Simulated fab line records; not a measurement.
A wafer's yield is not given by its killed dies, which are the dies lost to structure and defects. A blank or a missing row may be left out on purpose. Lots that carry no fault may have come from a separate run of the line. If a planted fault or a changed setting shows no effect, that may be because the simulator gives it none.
Problem report in the 8D (eight disciplines) form, filled by code :: flow n5Finfet :: the parts of the form that need people (team, actions taken, sign-off) are left out

## 1. WHAT WENT WRONG
Wafers without a fault read 67 s, standard deviation 3.3; timeToEndpointS at N5_BEOL_M10_CMP_52 reads a mean of 99 s on 4 wafers belonging to 2 lots. That is +9.6 standard deviations from the usual mean.
The step: polishes, stops on SiCOH lowk, t overpolish 7 s, target thk 140 nm.
First observed at day 14 12:20: wafer L738.3, on cmp-01. Wafers with a number at this step in the record: 33, from 11 lots. Rule for "out" (also "out of limits"): further than 4 standard deviations from the usual mean. The rest of the wafers with a number are treated as sound.

## 2. WHAT IT IS, WHAT IT ISN'T
question: which readings at this step
is: timeToEndpointS
is not: edgeZonePressureFrac, motorCurrentA, retainingRingPressureFrac

question: which lots
is: L736, L738
is not: L722, L724, L725, L726, L727, L728, L729, L734, L737

question: which wafers of those lots
is: L736.3, L736.5, L738.3, L738.6
is not: L736.6, L738.2

question: read on which tools
is: cmp-01
is not: cmp-02, cmp-04

question: when
is: from day 14 12:20
is not: up to then (28 sound wafers); but 1 sound wafer of L736 came after

## 3. SUSPECTS, AND WHAT RULES EACH OUT
Counting: if a tool at a process step up to the reading ran every lot that is out, it stays a suspect. Sound lots after the first of them don't rule it out here, since some wafers of a struck lot are sound.
- ecdCu-01 at N5_BEOL_M10_ECD_50 (material Cu, target thk 318 nm): kept. Every lot that is out went through it, the first being L738 (day 14 11:25); the last sound lot it ran before that was L734 (day 13 22:26).
- cmp-01 at N5_BEOL_M10_CMP_52 (polishes, stops on SiCOH lowk, t overpolish 7 s, target thk 140 nm): kept. It ran every lot that is out, first L738 (day 14 12:20). Its own timeToEndpointS readings are out on those wafers.
- Within cmp-01 at N5_BEOL_M10_CMP_52: the wafers that are out ran in chambers 0, 3; their sound lot-mates ran in chambers 1, 2.
After counting, ecdCu-01 at N5_BEOL_M10_ECD_50 and cmp-01 at N5_BEOL_M10_CMP_52 remain.

## 4. THE CAUSE (what the simulator had put in)
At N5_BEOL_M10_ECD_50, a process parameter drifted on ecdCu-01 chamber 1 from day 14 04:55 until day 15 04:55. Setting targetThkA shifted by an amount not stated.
Of the 2 suspects that counting leaves, this tool is one.

## 5. THE CHAIN OF EFFECTS, in route order
One row per reading whose mean, taken over the struck wafers that have a number, lies over 3 standard deviations from the usual. Only readings for which the record gives a usual standard deviation are gone through. hours: the time from each lot's start at the first step in this table that gives one to its start at this step, as a median over the lots. sigmas: the change in usual standard deviations.
hours: 0
step: N5_BEOL_M10_CMP_52
reading: timeToEndpointS
usual: 67 s
on struck wafers: 99
change: +32
sigmas: +9.6
The process steps in it:
- N5_BEOL_M10_CMP_52: polishes, stops on SiCOH lowk, t overpolish 7 s, target thk 140 nm.
Later steps that measure or inspect, where all struck wafers having a row at the step show a number for every such reading and not one has moved that far: N5_BEOL_M10_THK_MEAS_53, N5_BEOL_M10_INSPECT_58.

## 6. HOW IT WOULD HAVE BEEN CAUGHT EARLIER
7 hours passed between the start of the fault at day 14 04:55 and the first reading out of limits in this record, taken at day 14 12:20.
Of the lots that are out (2), L736 began N5_BEOL_M10_ECD_50 on ecdCu-01 after day 14 12:20. Holding the tool at that time would have saved it.
